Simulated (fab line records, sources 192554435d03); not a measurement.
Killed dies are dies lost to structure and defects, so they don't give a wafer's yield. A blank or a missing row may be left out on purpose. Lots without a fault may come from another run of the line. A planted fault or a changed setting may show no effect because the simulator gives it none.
Which tool did it? | flow n5_finfet | 11 lots, 30 wafers sampled, at 4 steps of a route of 1938

WHAT THE GAUGES READ, wafer by wafer
N5_BEOL_M9_OCD_MEAS_38.
lot  | measured     | on     | trench_depth_nm (nm)
L690 | day 10 08:06 | ocd-01 | 151 149
L691 | day 10 17:03 | ocd-01 | 156 151
L693 | day 11 08:40 | ocd-01 | 154 153
L701 | day 12 17:13 | ocd-02 | 143 145 142
L704 | day 13 00:55 | ocd-02 | 156 157 146
L700 | day 13 00:58 | ocd-01 | 145 143 143
L705 | day 14 02:11 | ocd-01 | 153 144 152
L703 | day 14 02:13 | ocd-02 | 146 142 141
L706 | day 14 06:08 | ocd-01 | 149 154 143
L708 | day 14 23:24 | ocd-02 | 155 149 148
L711 | day 15 23:28 | ocd-01 | 153 153 155

WHICH TOOL RAN EACH LOT (tool, then ch and the chambers of the sampled wafers, then the start)
lot  | N5_BEOL_M9_ETCH_66                 | N5_BEOL_M9_TRENCH_ETCH_37          | N5_BEOL_M9_STRIP_80
L690 | rie_diel-01 ch 0, day 10 07:44     | rie_diel-01 ch 0, day 10 07:56     | rie_diel-01 ch 0, day 10 08:06 or earlier
L691 | rie_diel-01 ch 1,3, day 10 16:41   | rie_diel-01 ch 1,3, day 10 16:53   | rie_diel-01 ch 1,3, day 10 17:03 or earlier
L693 | rie_diel-01 ch 3, day 11 08:18     | rie_diel-01 ch 3, day 11 08:30     | rie_diel-01 ch 3, day 11 08:40 or earlier
L701 | rie_diel-01 ch 0,1,2, day 12 16:50 | rie_diel-01 ch 0,1,2, day 12 17:02 | rie_diel-01 ch 0,1,2, day 12 17:13 or earlier
L704 | rie_diel-03 ch 1,2,3, day 13 00:33 | rie_diel-03 ch 1,2,3, day 13 00:45 | rie_diel-03 ch 1,2,3, day 13 00:55 or earlier
L700 | rie_diel-01 ch 0,1,2, day 13 00:35 | rie_diel-01 ch 0,1,2, day 13 00:48 | rie_diel-01 ch 0,1,2, day 13 00:58 or earlier
L705 | rie_diel-02 ch 0,1,3, day 14 01:48 | rie_diel-02 ch 0,1,3, day 14 02:00 | rie_diel-02 ch 0,1,3, day 14 02:11 or earlier
L703 | rie_diel-01 ch 0,2,3, day 14 01:50 | rie_diel-01 ch 0,2,3, day 14 02:02 | rie_diel-01 ch 0,2,3, day 14 02:13 or earlier
L706 | rie_diel-03 ch 0,1,3, day 14 05:46 | rie_diel-03 ch 0,1,3, day 14 05:58 | rie_diel-03 ch 0,1,3, day 14 06:08 or earlier
L708 | rie_diel-03 ch 0,1, day 14 23:02   | rie_diel-03 ch 0,1, day 14 23:14   | rie_diel-03 ch 0,1, day 14 23:24 or earlier
L711 | rie_diel-03 ch 1,2, day 15 23:05   | rie_diel-03 ch 1,2, day 15 23:17   | rie_diel-03 ch 1,2, day 15 23:28 or earlier
- N5_BEOL_M9_ETCH_66: etches SOC in N2/H2, target depth 80 nm, overetch 16 nm, time 120 s.
- N5_BEOL_M9_TRENCH_ETCH_37: etches SiCOH lowk in C4F6/O2, target depth 151.43 nm, time 49 s.
- N5_BEOL_M9_STRIP_80: strips in N2/H2, time 10 s.

WHAT THE TOOLS THEMSELVES READ (means of the sampled wafers that have a number; where no wafer has one, the mark that the record gives instead)
N5_BEOL_M9_ETCH_66.
lot  | tool        | bias_w (W) | drypump_motor_current_A (A) | oes_product_au (a.u.) | rf_fwd_power_W (W) | rf_vpp_V (V) | showerhead_plenum_p_Torr (Torr) | throttle_valve_pct (%)
L690 | rie_diel-01 | 150.3      | 6.4                         | 0.56                  | 834.9              | 522.1        | 2.51                            | 17.56
L691 | rie_diel-01 | 149.9      | 5.7                         | 0.55                  | 838.2              | 520.5        | 2.42                            | 18.22
L693 | rie_diel-01 | 150.1      | 6.1                         | 0.54                  | 832.2              | 519.7        | 2.40                            | 18.36
L701 | rie_diel-01 | 150.3      | 5.9                         | 0.55                  | 835.7              | 523.8        | 2.52                            | 17.78
L704 | rie_diel-03 | 149.8      | 5.4                         | 0.66                  | 832.8              | 521.6        | 2.47                            | 17.99
L700 | rie_diel-01 | 150.0      | 5.9                         | 0.55                  | 839.0              | 524.1        | 2.52                            | 17.79
L705 | rie_diel-02 | 150.1      | 5.5                         | 0.62                  | 836.2              | 523.2        | 2.52                            | 17.73
L703 | rie_diel-01 | 150.1      | 6.2                         | 0.54                  | 837.9              | 523.1        | 2.51                            | 17.89
L706 | rie_diel-03 | 149.7      | 5.2                         | 0.60                  | 834.8              | 522.7        | 2.52                            | 18.10
L708 | rie_diel-03 | 150.4      | 5.3                         | 0.58                  | 836.0              | 523.9        | 2.59                            | 18.20
L711 | rie_diel-03 | 149.4      | 5.6                         | 0.68                  | 835.6              | 521.5        | 2.47                            | 18.03

N5_BEOL_M9_TRENCH_ETCH_37.
lot  | tool        | bias_w (W) | drypump_motor_current_A (A) | oes_product_au (a.u.) | rf_fwd_power_W (W) | rf_vpp_V (V) | showerhead_plenum_p_Torr (Torr) | throttle_valve_pct (%)
L690 | rie_diel-01 | 184.4      | 6.4                         | 0.73                  | 343.2              | 685          | 2.81                            | 20.65
L691 | rie_diel-01 | 185.5      | 5.7                         | 0.73                  | 342.1              | 669          | 2.70                            | 21.23
L693 | rie_diel-01 | 185.8      | 6.1                         | 0.70                  | 340.5              | 646          | 2.70                            | 21.46
L701 | rie_diel-01 | 162.4      | 5.9                         | 0.70                  | 342.0              | 615          | 2.81                            | 20.76
L704 | rie_diel-03 | 185.2      | 5.4                         | 0.86                  | 342.4              | 647          | 2.75                            | 21.05
L700 | rie_diel-01 | 162.2      | 5.9                         | 0.70                  | 342.2              | 613          | 2.80                            | 20.77
L705 | rie_diel-02 | 185.2      | 5.5                         | 0.80                  | 340.7              | 665          | 2.84                            | 20.94
L703 | rie_diel-01 | 162.8      | 6.2                         | 0.68                  | 341.4              | 600          | 2.80                            | 20.92
L706 | rie_diel-03 | 185.1      | 5.2                         | 0.77                  | 341.9              | 656          | 2.81                            | 21.15
L708 | rie_diel-03 | 185.6      | 5.3                         | 0.77                  | 341.4              | 667          | 2.87                            | 21.19
L711 | rie_diel-03 | 185.3      | 5.6                         | 0.89                  | 342.0              | 652          | 2.75                            | 20.96

N5_BEOL_M9_STRIP_80.
lot  | tool        | drypump_motor_current_A (A) | oes_product_au (a.u.) | rf_vpp_V (V) | showerhead_plenum_p_Torr (Torr) | throttle_valve_pct (%)
L690 | rie_diel-01 | 6.4                         | 0.71                  | 58.5         | 2.51                            | 23.3
L691 | rie_diel-01 | 5.7                         | 0.71                  | 58.4         | 2.42                            | 24.2
L693 | rie_diel-01 | 6.1                         | 0.70                  | 59.0         | 2.40                            | 24.3
L701 | rie_diel-01 | 5.9                         | 0.72                  | 59.0         | 2.52                            | 23.6
L704 | rie_diel-03 | 5.4                         | 0.86                  | 59.7         | 2.46                            | 23.9
L700 | rie_diel-01 | 5.9                         | 0.71                  | 59.3         | 2.52                            | 23.6
L705 | rie_diel-02 | 5.5                         | 0.79                  | 58.8         | 2.52                            | 23.5
L703 | rie_diel-01 | 6.2                         | 0.70                  | 59.7         | 2.50                            | 23.6
L706 | rie_diel-03 | 5.2                         | 0.78                  | 59.4         | 2.51                            | 24.0
L708 | rie_diel-03 | 5.3                         | 0.76                  | 59.0         | 2.59                            | 24.0
L711 | rie_diel-03 | 5.6                         | 0.88                  | 59.1         | 2.47                            | 24.0

THE ANSWER, worked out from the rows above alone
Rule: what is usual is taken from the lots themselves. Put in order of their means at a reading, lots are off if they are a third of the lots or fewer, leave a main group of 4 or more, and stand apart from it by a gap of 3 or more times the standard deviation of the main group's means; of several such gaps the widest counts. A main group whose means are all the same, to the digits that the tables above print for the reading, isn't used. A lot without any number at a reading at which 4 lots or more have one is off too. The other lots that the step has rows for count as sound. The gauges are gone through in route order, then the tools' own readings, and for those a lot's mean is taken as printed above. The first step at which some lot is off is used, and at that step the reading that is off furthest; a lot without a number counts as furthest.
Off: L701, L700, L703, at N5_BEOL_M9_TRENCH_ETCH_37 (bias_w). The main group: mean 185.3 W, standard deviation 0.39.
A tool fits if, at that step or a process step before it, it ran every lot that is off, and no sound lot after the first of them. One fits: rie_diel-01 at N5_BEOL_M9_ETCH_66 and N5_BEOL_M9_TRENCH_ETCH_37. At N5_BEOL_M9_ETCH_66 its last sound lot is L693 (day 11 08:18), its first lot that is off L701 (day 12 16:50): a fault that began between those two fits.

WHAT THE SIMULATOR HAD PUT IN
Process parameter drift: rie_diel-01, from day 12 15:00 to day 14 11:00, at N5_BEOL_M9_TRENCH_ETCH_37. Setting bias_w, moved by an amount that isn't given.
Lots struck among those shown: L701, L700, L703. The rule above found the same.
